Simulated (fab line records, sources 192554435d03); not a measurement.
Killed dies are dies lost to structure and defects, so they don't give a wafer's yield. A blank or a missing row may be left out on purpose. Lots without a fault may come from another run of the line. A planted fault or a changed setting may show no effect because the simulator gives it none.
Which tool did it? | flow n5_finfet | 24 lots, 72 wafers sampled, at 6 steps of a route of 1938

WHAT THE GAUGES READ, wafer by wafer
N5_BEOL_M10_OVL_MEAS_12. Usual: M10_OVL 0.1 nm, standard deviation 0.8.
lot  | measured     | on         | M10_OVL (nm)   | flag
L074 | day 9 20:01  | overlay-02 | 0.3 -1.0 -0.7  |
L075 | day 10 02:15 | overlay-01 | 0.1 0.5 1.0    |
L076 | day 10 03:12 | overlay-01 | 1.2 0.9 0.3    |
L078 | day 10 08:05 | overlay-01 | -0.4 -0.6 -0.5 |
L077 | day 10 11:13 | overlay-02 | -0.4 0.7 -2.0  |
L079 | day 11 06:38 | overlay-01 | -0.5 -0.3 0.0  |
L080 | day 11 17:31 | overlay-01 | 0.4 -0.2 -0.6  |
L083 | day 12 06:18 | overlay-02 | -0.4 0.0 -0.8  |
L081 | day 12 06:35 | overlay-02 | 1.1 0.3 0.5    |
L084 | day 12 06:30 | overlay-02 | 0.9 0.4 0.3    |
L082 | day 12 08:37 | overlay-01 | -0.3 -0.8 -0.2 |
L085 | day 12 12:11 | overlay-02 | 0.3 -1.5 0.0   |
L087 | day 12 09:40 | overlay-02 | -1.2 -0.5 -0.6 |
L086 | day 12 13:12 | overlay-01 | 0.8 0.7 0.8    |
L089 | day 13 22:29 | overlay-02 | 1.7 0.1 -1.2   |
L090 | day 13 22:17 | overlay-02 | -1.4 -1.8 -0.2 |
L088 | day 13 22:50 | overlay-02 | -0.6 -0.2 -1.0 |
L092 | day 14 11:34 | overlay-02 | 0.7 0.4 -0.4   |
L091 | day 14 11:20 | overlay-01 | 0.8 0.4 0.6    |
L093 | day 14 17:59 | overlay-02 | -0.9 -0.8 -0.1 |
L095 | day 15 01:49 | overlay-02 | 1.1 0.6 -0.9   |
L094 | day 15 07:55 | overlay-02 | 0.5 -0.1 -0.1  |
L097 | day 15 16:02 | overlay-02 | 0.0 0.5 0.5    |
L096 | day 16 09:41 | overlay-01 | 1.6 -0.1 1.6   |

WHICH TOOL RAN EACH LOT (tool, then ch and the chambers of the sampled wafers, then the start)
lot  | N5_BEOL_M9_HM_OPEN_17             | N5_BEOL_M9_STRIP_19                | N5_BEOL_M9_VIA_ETCH_34             | N5_BEOL_M9_SURFACE_TREAT_79  | N5_BEOL_M9_ANNEAL_51
L074 | rie_metal-01 ch 0,1, day 9 14:06  | rie_diel-04 ch 1,2, day 9 14:13    | rie_diel-04 ch 0,1, day 9 15:28    | pvd_sputter-01, day 9 16:38  | rtp_anneal-02 ch 0, day 9 17:43
L075 | rie_metal-02 ch 0,1, day 9 20:14  | rie_diel-04 ch 1,2, day 9 20:21    | rie_diel-01 ch 0,1, day 9 21:22    | pvd_sputter-03, day 9 23:06  | rtp_anneal-02 ch 0, day 9 23:32
L076 | rie_metal-02 ch 0,1, day 9 20:53  | rie_diel-01 ch 1,3, day 9 21:01    | rie_diel-04 ch 0,1, day 9 21:56    | pvd_sputter-03, day 9 23:23  | rtp_anneal-01 ch 0, day 10 00:11
L078 | rie_metal-01 ch 0,1, day 9 23:41  | rie_diel-01 ch 0,1,3, day 9 23:49  | rie_diel-03 ch 2,3, day 10 01:38   | pvd_sputter-03, day 10 03:25 | rtp_anneal-02 ch 0, day 10 04:23
L077 | rie_metal-01 ch 0,1, day 10 03:54 | rie_diel-04 ch 0,1,2, day 10 04:01 | rie_diel-01 ch 2,3, day 10 05:51   | pvd_sputter-01, day 10 07:55 | rtp_anneal-01 ch 0, day 10 08:23
L079 | rie_metal-03 ch 0,1, day 10 15:44 | rie_diel-03 ch 1,2,3, day 10 15:53 | rie_diel-03 ch 1,3, day 10 20:28   | pvd_sputter-03, day 11 00:20 | rtp_anneal-02 ch 0, day 11 02:44
L080 | rie_metal-01 ch 0,1, day 11 10:20 | rie_diel-04 ch 3, day 11 10:27     | rie_diel-03 ch 0,3, day 11 12:11   | pvd_sputter-03, day 11 14:07 | rtp_anneal-01 ch 0, day 11 14:36
L083 | rie_metal-01 ch 0,1, day 11 22:53 | rie_diel-01 ch 0,1, day 11 23:00   | rie_diel-01 ch 0,1, day 11 23:40   | pvd_sputter-01, day 12 01:22 | rtp_anneal-01 ch 0, day 12 02:28
L081 | rie_metal-01 ch 0, day 12 00:10   | rie_diel-01 ch 2,3, day 12 00:17   | rie_diel-03 ch 1,2,3, day 12 01:53 | pvd_sputter-02, day 12 03:14 | rtp_anneal-02 ch 0, day 12 03:54
L084 | rie_metal-01 ch 1, day 12 00:41   | rie_diel-04 ch 0,1, day 12 00:49   | rie_diel-01 ch 0,1, day 12 01:44   | pvd_sputter-03, day 12 03:05 | rtp_anneal-01 ch 0, day 12 03:36
L082 | rie_metal-03 ch 0,1, day 12 01:34 | rie_diel-03 ch 2,3, day 12 01:40   | rie_diel-03 ch 0,2,3, day 12 02:49 | pvd_sputter-03, day 12 05:14 | rtp_anneal-01 ch 0, day 12 05:58
L085 | rie_metal-01 ch 0,1, day 12 03:22 | rie_diel-04 ch 0,3, day 12 03:28   | rie_diel-01 ch 2,3, day 12 05:19   | pvd_sputter-03, day 12 07:18 | rtp_anneal-02 ch 0, day 12 07:56
L087 | rie_metal-03 ch 0,1, day 12 03:37 | rie_diel-03 ch 1,2, day 12 03:44   | rie_diel-04 ch 0,1, day 12 05:17   | pvd_sputter-03, day 12 07:16 | rtp_anneal-02 ch 0, day 12 07:40
L086 | rie_metal-03 ch 0,1, day 12 07:09 | rie_diel-03 ch 0,2,3, day 12 07:16 | rie_diel-04 ch 0,1,3, day 12 07:56 | pvd_sputter-01, day 12 09:14 | rtp_anneal-02 ch 0, day 12 11:09
L089 | rie_metal-03 ch 0,1, day 13 14:35 | rie_diel-01 ch 2,3, day 13 14:58   | rie_diel-01 ch 2,3, day 13 16:44   | pvd_sputter-01, day 13 18:31 | rtp_anneal-01 ch 0, day 13 19:45
L090 | rie_metal-03 ch 0,1, day 13 15:28 | rie_diel-01 ch 2,3, day 13 15:34   | rie_diel-04 ch 2,3, day 13 16:41   | pvd_sputter-03, day 13 18:22 | rtp_anneal-01 ch 0, day 13 19:18
L088 | rie_metal-02 ch 0,1, day 13 15:41 | rie_diel-01 ch 0,2, day 13 15:52   | rie_diel-04 ch 2,3, day 13 17:20   | pvd_sputter-03, day 13 18:53 | rtp_anneal-01 ch 0, day 13 20:37
L092 | rie_metal-03 ch 0,1, day 14 00:11 | rie_diel-01 ch 2,3, day 14 00:22   | rie_diel-03 ch 0,1,2, day 14 03:53 | pvd_sputter-02, day 14 06:31 | rtp_anneal-01 ch 0, day 14 07:11
L091 | rie_metal-01 ch 0,1, day 14 00:51 | rie_diel-01 ch 0,3, day 14 01:07   | rie_diel-01 ch 1,2,3, day 14 03:37 | pvd_sputter-02, day 14 06:28 | rtp_anneal-01 ch 0, day 14 06:55
L093 | rie_metal-01 ch 0,1, day 14 11:03 | rie_diel-01 ch 0,3, day 14 11:10   | rie_diel-04 ch 1,3, day 14 13:38   | pvd_sputter-02, day 14 15:08 | rtp_anneal-01 ch 0, day 14 15:37
L095 | rie_metal-01 ch 0,1, day 14 19:22 | rie_diel-01 ch 1,3, day 14 19:26   | rie_diel-03 ch 1,2, day 14 21:20   | pvd_sputter-01, day 14 22:35 | rtp_anneal-02 ch 0, day 14 23:08
L094 | rie_metal-01 ch 0,1, day 14 22:37 | rie_diel-04 ch 0,2,3, day 14 22:43 | rie_diel-01 ch 0,1,3, day 15 00:49 | pvd_sputter-02, day 15 02:14 | rtp_anneal-02 ch 0, day 15 03:28
L097 | rie_metal-03 ch 0,1, day 15 08:38 | rie_diel-04 ch 0,1,2, day 15 08:44 | rie_diel-01 ch 0,1,3, day 15 09:49 | pvd_sputter-03, day 15 11:38 | rtp_anneal-01 ch 0, day 15 12:08
L096 | rie_metal-02 ch 0,1, day 16 03:01 | rie_diel-03 ch 0,2,3, day 16 03:05 | rie_diel-03 ch 0,2,3, day 16 04:29 | pvd_sputter-03, day 16 05:58 | rtp_anneal-02 ch 0, day 16 06:53
- N5_BEOL_M9_HM_OPEN_17: chemistry Cl2/BCl3, target TiN, target depth 20 nm, overetch 6 nm.
- N5_BEOL_M9_STRIP_19: strips in O2.
- N5_BEOL_M9_VIA_ETCH_34: etches SiCOH lowk in C4F6/O2, target depth 182.4 nm, time 68.4 s.
- N5_BEOL_M9_SURFACE_TREAT_79
- N5_BEOL_M9_ANNEAL_51: time 90 s.

WHAT THE TOOLS THEMSELVES READ (means of the sampled wafers that have a number; where no wafer has one, the mark that the record gives instead)
N5_BEOL_M9_HM_OPEN_17. Usual: drypump_motor_current_A 5.6 A, standard deviation 0.38; oes_product_au 0.68 a.u., standard deviation 0.055; rf_fwd_power_W 993 W, standard deviation 3.1; throttle_valve_pct 22.08 %, standard deviation 0.24.
lot  | tool         | drypump_motor_current_A (A) | oes_product_au (a.u.) | rf_fwd_power_W (W) | throttle_valve_pct (%) | flag
L074 | rie_metal-01 | 5.8                         | 0.69                  | 996                | 22.22                  |
L075 | rie_metal-02 | 5.3                         | 0.62                  | 996                | 22.21                  |
L076 | rie_metal-02 | 5.7                         | 0.67                  | 992                | 22.25                  |
L078 | rie_metal-01 | 5.8                         | 0.69                  | 992                | 22.21                  |
L077 | rie_metal-01 | 5.8                         | 0.69                  | 995                | 22.21                  |
L079 | rie_metal-03 | 5.7                         | 0.68                  | 994                | 21.96                  |
L080 | rie_metal-01 | 5.8                         | 0.67                  | 992                | 22.22                  |
L083 | rie_metal-01 | 5.8                         | 0.68                  | 993                | 22.23                  |
L081 | rie_metal-01 | 5.3                         | 0.72                  | 990                | 22.00                  |
L084 | rie_metal-01 | 6.1                         | 0.65                  | 991                | 22.33                  |
L082 | rie_metal-03 | 5.5                         | 0.69                  | 994                | 21.79                  |
L085 | rie_metal-01 | 5.6                         | 0.70                  | 991                | 22.11                  |
L087 | rie_metal-03 | 5.5                         | 0.70                  | 993                | 21.79                  |
L086 | rie_metal-03 | 5.7                         | 0.67                  | 992                | 21.98                  |
L089 | rie_metal-03 | 5.7                         | 0.66                  | 994                | 21.96                  |
L090 | rie_metal-03 | 5.5                         | 0.69                  | 992                | 21.81                  |
L088 | rie_metal-02 | 5.7                         | 0.64                  | 996                | 22.27                  |
L092 | rie_metal-03 | 5.7                         | 0.66                  | 993                | 21.98                  |
L091 | rie_metal-01 | 5.8                         | 0.66                  | 991                | 22.24                  |
L093 | rie_metal-01 | 5.6                         | 0.69                  | 993                | 22.13                  |
L095 | rie_metal-01 | 5.6                         | 0.69                  | 993                | 22.12                  |
L094 | rie_metal-01 | 5.5                         | 0.69                  | 989                | 22.13                  |
L097 | rie_metal-03 | 5.5                         | 0.68                  | 992                | 21.83                  |
L096 | rie_metal-02 | 5.6                         | 0.72                  | 993                | 22.23                  |

N5_BEOL_M9_STRIP_19. Usual: drypump_motor_current_A 5.6 A, standard deviation 0.43; oes_product_au 0.82 a.u., standard deviation 0.073; rf_vpp_V 3.7 V, standard deviation 0.6; showerhead_plenum_p_Torr 2.13 Torr, standard deviation 0.079; throttle_valve_pct 16.64 %, standard deviation 0.2.
lot  | tool        | drypump_motor_current_A (A) | oes_product_au (a.u.) | rf_vpp_V (V) | showerhead_plenum_p_Torr (Torr) | throttle_valve_pct (%) | flag
L074 | rie_diel-04 | 5.7                         | 0.77                  | 3.2          | 2.08                            | 16.58                  |
L075 | rie_diel-04 | 5.7                         | 0.72                  | 3.7          | 2.12                            | 16.79                  |
L076 | rie_diel-01 | 5.8                         | 0.86                  | 3.6          | 2.20                            | 16.37                  |
L078 | rie_diel-01 | 5.4                         | 0.85                  | 4.4          | 2.20                            | 16.50                  |
L077 | rie_diel-04 | 5.8                         | 0.71                  | 3.7          | 2.11                            | 16.75                  |
L079 | rie_diel-03 | 5.4                         | 0.83                  | 3.8          | 2.12                            | 16.78                  |
L080 | rie_diel-04 | 6.5                         | 0.70                  | 3.6          | 1.99                            | 16.82                  |
L083 | rie_diel-01 | 5.7                         | 0.84                  | 3.5          | 2.22                            | 16.41                  |
L081 | rie_diel-01 | 5.5                         | 0.90                  | 3.2          | 2.08                            | 16.50                  |
L084 | rie_diel-04 | 5.8                         | 0.90                  | 3.6          | 2.10                            | 16.42                  |
L082 | rie_diel-03 | 4.9                         | 0.81                  | 3.6          | 2.09                            | 16.89                  |
L085 | rie_diel-04 | 6.3                         | 0.78                  | 3.7          | 2.04                            | 16.69                  |
L087 | rie_diel-03 | 5.7                         | 0.82                  | 3.4          | 2.15                            | 16.73                  |
L086 | rie_diel-03 | 5.2                         | 0.84                  | 3.9          | 2.16                            | 16.81                  |
L089 | rie_diel-01 | 5.4                         | 0.85                  | 3.7          | 2.10                            | 16.59                  |
L090 | rie_diel-01 | 5.4                         | 0.85                  | 3.4          | 2.10                            | 16.59                  |
L088 | rie_diel-01 | 5.4                         | 0.87                  | 3.6          | 2.11                            | 16.54                  |
L092 | rie_diel-01 | 5.5                         | 0.86                  | 3.3          | 2.07                            | 16.51                  |
L091 | rie_diel-01 | 5.2                         | 0.81                  | 4.2          | 2.18                            | 16.72                  |
L093 | rie_diel-01 | 5.2                         | 0.81                  | 3.9          | 2.18                            | 16.71                  |
L095 | rie_diel-01 | 5.6                         | 0.81                  | 3.8          | 2.15                            | 16.56                  |
L094 | rie_diel-04 | 6.0                         | 0.82                  | 3.5          | 2.09                            | 16.62                  |
L097 | rie_diel-04 | 5.8                         | 0.85                  | 3.4          | 2.10                            | 16.50                  |
L096 | rie_diel-03 | 5.1                         | 0.81                  | 3.5          | 2.15                            | 16.84                  |

N5_BEOL_M9_VIA_ETCH_34. Usual: drypump_motor_current_A 5.6 A, standard deviation 0.43; oes_product_au 0.83 a.u., standard deviation 0.073; rf_fwd_power_W 341.8 W, standard deviation 1.5; rf_vpp_V 667 V, standard deviation 6.3; showerhead_plenum_p_Torr 2.88 Torr, standard deviation 0.1; throttle_valve_pct 20.88 %, standard deviation 0.22.
lot  | tool        | drypump_motor_current_A (A) | oes_product_au (a.u.) | rf_fwd_power_W (W) | rf_vpp_V (V) | showerhead_plenum_p_Torr (Torr) | throttle_valve_pct (%) | flag
L074 | rie_diel-04 | 5.7                         | 0.77                  | 342.2              | 674          | 2.81                            | 20.75                  |
L075 | rie_diel-01 | 5.4                         | 0.85                  | 342.2              | 670          | 3.01                            | 20.73                  |
L076 | rie_diel-04 | 5.7                         | 0.76                  | 342.6              | 674          | 2.81                            | 20.75                  |
L078 | rie_diel-03 | 4.9                         | 0.83                  | 342.1              | 663          | 2.84                            | 21.12                  |
L077 | rie_diel-01 | 5.5                         | 0.94                  | 342.1              | 667          | 2.84                            | 20.78                  |
L079 | rie_diel-03 | 5.5                         | 0.83                  | 342.4              | 662          | 2.85                            | 20.95                  |
L080 | rie_diel-03 | 5.1                         | 0.91                  | 343.4              | 665          | 2.95                            | 20.95                  |
L083 | rie_diel-01 | 5.7                         | 0.83                  | 341.6              | 673          | 2.99                            | 20.60                  |
L081 | rie_diel-03 | 5.4                         | 0.81                  | 341.8              | 662          | 2.87                            | 21.06                  |
L084 | rie_diel-01 | 5.7                         | 0.83                  | 340.9              | 672          | 2.99                            | 20.60                  |
L082 | rie_diel-03 | 5.1                         | 0.85                  | 341.8              | 663          | 2.92                            | 21.06                  |
L085 | rie_diel-01 | 5.4                         | 0.86                  | 341.3              | 670          | 2.86                            | 20.84                  |
L087 | rie_diel-04 | 5.8                         | 0.90                  | 341.8              | 676          | 2.86                            | 20.72                  |
L086 | rie_diel-04 | 6.0                         | 0.81                  | 342.0              | 670          | 2.79                            | 20.80                  |
L089 | rie_diel-01 | 5.5                         | 0.88                  | 341.8              | 667          | 2.82                            | 20.83                  |
L090 | rie_diel-04 | 6.0                         | 0.86                  | 343.7              | 661          | 2.84                            | 20.88                  |
L088 | rie_diel-04 | 6.3                         | 0.78                  | 341.9              | 661          | 2.77                            | 20.97                  |
L092 | rie_diel-03 | 5.5                         | 0.84                  | 340.0              | 662          | 2.96                            | 21.00                  |
L091 | rie_diel-01 | 5.7                         | 0.84                  | 341.0              | 671          | 2.89                            | 20.72                  |
L093 | rie_diel-04 | 6.0                         | 0.75                  | 341.6              | 667          | 2.73                            | 20.75                  |
L095 | rie_diel-03 | 5.6                         | 0.80                  | 340.8              | 660          | 2.94                            | 21.11                  |
L094 | rie_diel-01 | 5.5                         | 0.80                  | 340.9              | 673          | 2.95                            | 20.78                  |
L097 | rie_diel-01 | 5.5                         | 0.81                  | 341.4              | 672          | 2.94                            | 20.79                  |
L096 | rie_diel-03 | 5.1                         | 0.81                  | 341.8              | 663          | 2.91                            | 21.09                  |

N5_BEOL_M9_ANNEAL_51. Usual: wafer_temp_C_max 226.0, standard deviation 0.38.
lot  | tool          | wafer_temp_C_max | flag
L074 | rtp_anneal-02 | 225.5            |
L075 | rtp_anneal-02 | 225.8            |
L076 | rtp_anneal-01 | 226.4            |
L078 | rtp_anneal-02 | 225.5            |
L077 | rtp_anneal-01 | 225.9            |
L079 | rtp_anneal-02 | 225.6            |
L080 | rtp_anneal-01 | 226.3            |
L083 | rtp_anneal-01 | 226.4            |
L081 | rtp_anneal-02 | 225.8            |
L084 | rtp_anneal-01 | 226.2            |
L082 | rtp_anneal-01 | 226.4            |
L085 | rtp_anneal-02 | 225.4            |
L087 | rtp_anneal-02 | 225.7            |
L086 | rtp_anneal-02 | 225.7            |
L089 | rtp_anneal-01 | 226.4            |
L090 | rtp_anneal-01 | 226.4            |
L088 | rtp_anneal-01 | 226.3            |
L092 | rtp_anneal-01 | 226.1            |
L091 | rtp_anneal-01 | 226.2            |
L093 | rtp_anneal-01 | 226.3            |
L095 | rtp_anneal-02 | 225.9            |
L094 | rtp_anneal-02 | 225.9            |
L097 | rtp_anneal-01 | 226.3            |
L096 | rtp_anneal-02 | 225.9            |

THE ANSWER, worked out from the rows above alone
Rule: a lot is off if the mean of its wafers that have a number lies more than 3 standard deviations from the usual mean. A lot without any number at a reading at which 4 lots or more have one is off too. The other lots that the step has rows for count as sound. The gauges are gone through in route order, then the tools' own readings, and for those a lot's mean is taken as printed above. The first step at which some lot is off is used, and at that step the reading that is off furthest; a lot without a number counts as furthest.
No lot is off at any reading shown: from this, nothing can be told.

WHAT THE SIMULATOR HAD PUT IN
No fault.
